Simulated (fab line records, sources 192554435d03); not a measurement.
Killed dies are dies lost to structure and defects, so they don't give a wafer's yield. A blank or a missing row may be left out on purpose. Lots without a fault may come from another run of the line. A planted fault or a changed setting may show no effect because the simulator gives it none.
A struck lot beside a sound one | flow n5_finfet | 15 steps out of a route of 1938
Sound: wafers L359.2, L359.4, L359.6. Struck: wafers L376.4, L376.6. (L376.3 of the same lot was not struck and is left out.) The cause comes at the end.
At each step with rows: each side's tool, then ch and its chambers, then its first start. Under that, the readings that differ: sound wafers | struck wafers | difference of the means | sigmas: that difference in standard deviations of wafers without a fault.
alike: readings whose means differ by less than 2 such deviations, and words and numbers that are the same on both sides. not compared: withheld readings, readings that some wafer has no value for, bounds like >300 that may hide the same value, and numbers for which the record gives no deviation and whose values overlap.
The two part at a step that has a row with sigmas, a row that says differs or no value, or rows on one side only. Numbers that don't overlap but have no deviation are shown without sigmas and don't part them. A reading that every wafer of one side lacks parts them only if that side has two wafers or more.

first, 5 steps without rows for these wafers: N5_GATE_CUT_ETCH_37 (etches SOC in N2/H2, target depth 60 nm, overetch 12 nm, time 90 s); N5_GATE_CUT_STRIP_38 (strips in N2/H2); N5_GATE_CUT_STRIP_39 (strips in N2/H2); N5_GATE_CUT_HM_OPEN_40 (chemistry C4F6/O2, target SiO2, target depth 139 nm, time 85.1 s); N5_GATE_CUT_STRIP_41 (strips in CF4).
N5_GATE_CUT_STRIP_42: strips in O2.
  sound on rie_diel-06 ch 0,2,3, day 4 11:24; struck on rie_diel-02 ch 0,1, day 9 08:19
  alike: drypump_motor_current_A, oes_product_au, rf_vpp_V, showerhead_plenum_p_Torr, throttle_valve_pct
  not compared: rf_hours_counter_h
then, 1 step without rows for these wafers: N5_GATE_CUT_ETCH_19 (etches SiNx in CH3F/O2, target depth 53.7 nm, time 76.7 s).
N5_GATE_CUT_CUT_ETCH_53: etches W in SF6/Cl2, target depth 79.2 nm.
  sound on rie_metal-03 ch 0,1, day 4 11:33; struck on rie_metal-02 ch 1, day 9 08:29
  alike: drypump_motor_current_A, etch_rf_on_time_s, oes_product_au, throttle_valve_pct
  not compared: rf_hours_counter_h
N5_GATE_CUT_CUT_ETCH_54: etches TiN in Cl2/BCl3, target depth 96.7 nm.
  sound on rie_metal-03 ch 0,1, day 4 11:37; struck on rie_metal-02 ch 1, day 9 08:32
  alike: drypump_motor_current_A, etch_rf_on_time_s, oes_product_au, throttle_valve_pct
  not compared: rf_hours_counter_h
N5_GATE_CUT_CUT_ETCH_55: etches HfO2 in BCl3, target depth 3.2 nm.
  sound on rie_metal-03 ch 0,1, day 4 11:40; struck on rie_metal-02 ch 1, day 9 08:35
  alike: drypump_motor_current_A, oes_product_au, throttle_valve_pct
  not compared: rf_hours_counter_h
then, 1 step without rows for these wafers: N5_GATE_CUT_ETCH_47 (etches SiO2 in Cl2/BCl3, target depth 10 nm).
N5_GATE_CUT_VAPOR_ETCH_48: etches TiN in BCl3/Cl2.
  sound on rie_metal-03 ch 0,1, day 4 11:44; struck on rie_metal-02 ch 1, day 9 08:39
  alike: drypump_motor_current_A, oes_product_au
N5_GATE_CUT_VAPOR_ETCH_49: etches TiAlC in BCl3/Cl2.
  sound on rie_metal-03 ch 0,1, day 4 11:46; struck on rie_metal-02 ch 1, day 9 08:41
  reading               | sound          | struck    | difference | sigmas
  oes_product_au (a.u.) | 0.59 0.89 0.88 | 1.17 1.16 | +0.38      | +3
  alike: drypump_motor_current_A
then, 1 step without rows for these wafers: N5_GATE_CUT_VAPOR_ETCH_51 (etches HfO2 in BCl3/Cl2).
-- the record jumps here: 3 days lie between the struck wafers' starts before and after (it left off in module GATE_CUT and takes up again in module BEOL_M4, whose first step shown is number 1111 of the route) --
N5_BEOL_M4_RC_MEAS_101:
  sound on prober-01 ch 0, day 7 14:14; struck on prober-02 ch 0, day 12 19:09
  alike: DIBL_N, DIBL_P, IOFF_N, IOFF_P, ION_N, ION_P, SS_N, SS_P, VT_N, VT_P

WHERE THEY PART
Only at N5_GATE_CUT_VAPOR_ETCH_49, within this record. Later steps at which nothing parts them and some readings are alike: N5_BEOL_M4_RC_MEAS_101.

WHY: what the simulator had put in
Process parameter drift: rie_metal-02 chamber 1, from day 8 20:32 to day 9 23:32, at N5_GATE_CUT_VAPOR_ETCH_49. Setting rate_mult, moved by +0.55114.
